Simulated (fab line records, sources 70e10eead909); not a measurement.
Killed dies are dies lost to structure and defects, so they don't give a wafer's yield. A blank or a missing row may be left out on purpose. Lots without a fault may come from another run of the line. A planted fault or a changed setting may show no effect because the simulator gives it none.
Chamber matching | flow nand_harc | NHARC_A_STAIRCASE_DESCUM_291 on rie_diel-13: 4 sister chambers
The step chemistry O2, time 3 s. 8 wafers are shown with their chamber, then 10 later ones without.

WAFERS WITH THEIR CHAMBER
wafer  | chamber | showerhead_plenum_p_Torr (Torr) | drypump_motor_current_A (A)
L078.6 | 0       | 1.83                            | 5.1
L087.2 | 2       | 1.83                            | 5.7
L087.5 | 3       | 1.94                            | 5.7
L086.1 | 1       | 1.92                            | 5.5
L086.3 | 0       | 1.82                            | 5.1
L086.5 | 1       | 1.92                            | 5.6
L085.3 | 2       | 1.83                            | 5.7
L085.4 | 3       | 1.94                            | 5.7

WAFERS WITHOUT THEIR CHAMBER
wafer  | showerhead_plenum_p_Torr (Torr) | drypump_motor_current_A (A)
L085.5 | 1.94                            | 5.7
L093.1 | 1.93                            | 5.7
L093.3 | 1.83                            | 5.7
L093.5 | 1.93                            | 5.8
L097.1 | 1.91                            | 5.6
L097.2 | 1.81                            | 5.1
L097.5 | 1.93                            | 5.7
L095.1 | 1.83                            | 5.7
L095.4 | 1.81                            | 5.1
L095.6 | 1.93                            | 5.7

WHICH CHAMBER EACH WENT THROUGH
wafer  | from the rows above | in truth
L085.5 | 3                   | 3
L093.1 | 3                   | 3
L093.3 | 2                   | 2
L093.5 | 3                   | 3
L097.1 | 1                   | 1
L097.2 | 0                   | 0
L097.5 | 3                   | 3
L095.1 | 2                   | 2
L095.4 | 0                   | 0
L095.6 | 3                   | 3
Placed correctly: 10 of 10. Can't be placed from these rows: 0. Placed wrongly: 0.
How it was worked out, from the rows above alone: a wafer's distance from a chamber is the root of the sum, over the readings, of the square of ((its reading less the chamber's mean) divided by the reading's scatter). The wafer belongs to the nearest chamber; if the next one is less than 2 further off, it can't be placed. A chamber's mean is the mean of its shown wafers. The scatter: the root of (the sum of the squares of (reading less its chamber's mean) over the shown wafers, divided by (wafers less chambers)).
